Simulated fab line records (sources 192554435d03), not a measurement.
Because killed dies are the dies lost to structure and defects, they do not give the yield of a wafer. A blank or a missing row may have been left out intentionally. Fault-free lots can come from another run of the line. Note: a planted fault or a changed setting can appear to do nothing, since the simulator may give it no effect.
Chamber matching / flow n5_finfet / 4 sister chambers for N5_MOL_CONTACT_COAG_DESCUM_45 on rie_diel-05
The step chemistry O2, time 7 s. 4 wafers are shown with their chamber, then 9 later ones without.

## EACH WAFER AND ITS CHAMBER
wafer=L083.1; chamber=0; drypump_motor_current_A (A)=5.8
wafer=L083.5; chamber=2; drypump_motor_current_A (A)=6.6
wafer=L087.3; chamber=1; drypump_motor_current_A (A)=5.6
wafer=L087.5; chamber=3; drypump_motor_current_A (A)=5.2

## WAFERS WITH NO CHAMBER GIVEN
wafer=L089.2; drypump_motor_current_A (A)=6.5
wafer=L089.4; drypump_motor_current_A (A)=5.2
wafer=L089.5; drypump_motor_current_A (A)=5.6
wafer=L091.3; drypump_motor_current_A (A)=5.2
wafer=L091.5; drypump_motor_current_A (A)=5.2
wafer=L091.6; drypump_motor_current_A (A)=5.8
wafer=L097.1; drypump_motor_current_A (A)=6.5
wafer=L097.3; drypump_motor_current_A (A)=5.7
wafer=L097.6; drypump_motor_current_A (A)=6.5

## EACH ONE'S CHAMBER
wafer=L089.2; from the rows above=2; in truth=2
wafer=L089.4; from the rows above=3; in truth=3
wafer=L089.5; from the rows above=1; in truth=1
wafer=L091.3; from the rows above=3; in truth=3
wafer=L091.5; from the rows above=3; in truth=3
wafer=L091.6; from the rows above=0; in truth=0
wafer=L097.1; from the rows above=2; in truth=2
wafer=L097.3; from the rows above=can't be placed: 0 or 1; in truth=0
wafer=L097.6; from the rows above=2; in truth=2
Placed correctly: 8 of 9. Not placeable from these rows: 1 (in 1, the candidates include the true chamber). Wrongly placed: 0.
How it was worked out, from the rows above alone: a wafer's distance from a chamber is the root of the sum, over the readings, of the square of ((its reading less the chamber's mean) divided by the reading's scatter). If the next closest chamber is less than 2 further off than the closest, the wafer can't be placed; otherwise it belongs to the closest. Each chamber's mean is taken over the wafers shown for it. The scatter: with one shown wafer a chamber, the root of the mean of the squares of how far each hidden wafer lies from its nearest shown one.
